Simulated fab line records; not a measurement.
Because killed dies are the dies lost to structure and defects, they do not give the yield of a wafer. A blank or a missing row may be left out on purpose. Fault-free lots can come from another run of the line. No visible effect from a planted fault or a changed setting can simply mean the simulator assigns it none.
2 desks, one fault -- flow nandHarc -- numbers are kept per desk, each desk with only its own; the story behind them comes last

## THE DEFECT DESK
What the inspections along the route counted, lot by lot: means of the sampled wafers that have a number. The brackets show how far a lot's mean lies from the usual mean; more than 4 standard deviations puts the lot out of limits, marked OUT.
Columns: A = rawDefectCount at NHARC_A_BLC_INSPECT_12, usual 83
lot,first seen here,A
L608,day 21 18:22,124
L609,day 22 05:31,21
L607,day 22 08:20,103
L618,day 25 22:24,111
L620,day 26 12:16,59
L621,day 27 06:04,79
L622,day 27 15:45,88
L623,day 27 23:43,117
L624,day 28 02:55,60
L625,day 28 19:53,77
L628,day 30 00:53,82
L627,day 30 02:05,81
L630,day 31 02:52,138
L629,day 31 07:44,53
Result from this desk: across the 14 lots, nothing is out of limits.

## THE TOOL OWNER'S DESK: lithoTrack-06
The tool's own readings at NHARC_A_M0_PEB_07 (peb time 65 s): means of the sampled wafers that have a number, for each lot that ran on this tool. The brackets show how far a lot's mean lies from the usual mean; more than 4 standard deviations puts the lot out of limits, marked OUT.
Columns: A = heaterPowerTotalW at NHARC_A_M0_PEB_07, usual 156.6 W
lot,first seen here,A
L609,day 22 09:17,156.8
L618,day 26 02:14,197.9 (+98) OUT
L620,day 26 16:31,198.1 (+99) OUT
L627,day 30 05:55,157.1
Finding of this desk: L618, L620 out of limits; the first was L618 at day 26 02:14, on heaterPowerTotalW at NHARC_A_M0_PEB_07. In limits: L609, L627.

## TAKEN TOGETHER
At day 26 02:14, on L618, L620, the tool owner's desk was in a position to raise an alarm.
No out-of-limits result turned up at the defect desk.
The defect desk has L618, L620 on record, within its limits.
The lots listed all ran NHARC_A_M0_PEB_07 on lithoTrack-06.

## WHAT THE SIMULATOR PUT IN
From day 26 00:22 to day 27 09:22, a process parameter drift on lithoTrack-06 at NHARC_A_M0_PEB_07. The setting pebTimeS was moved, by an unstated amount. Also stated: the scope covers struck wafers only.
Shown lots that were struck: L618, L620.
Time in hours from fault onset to the first out-of-limits reading at each desk: the tool owner's desk, 2.
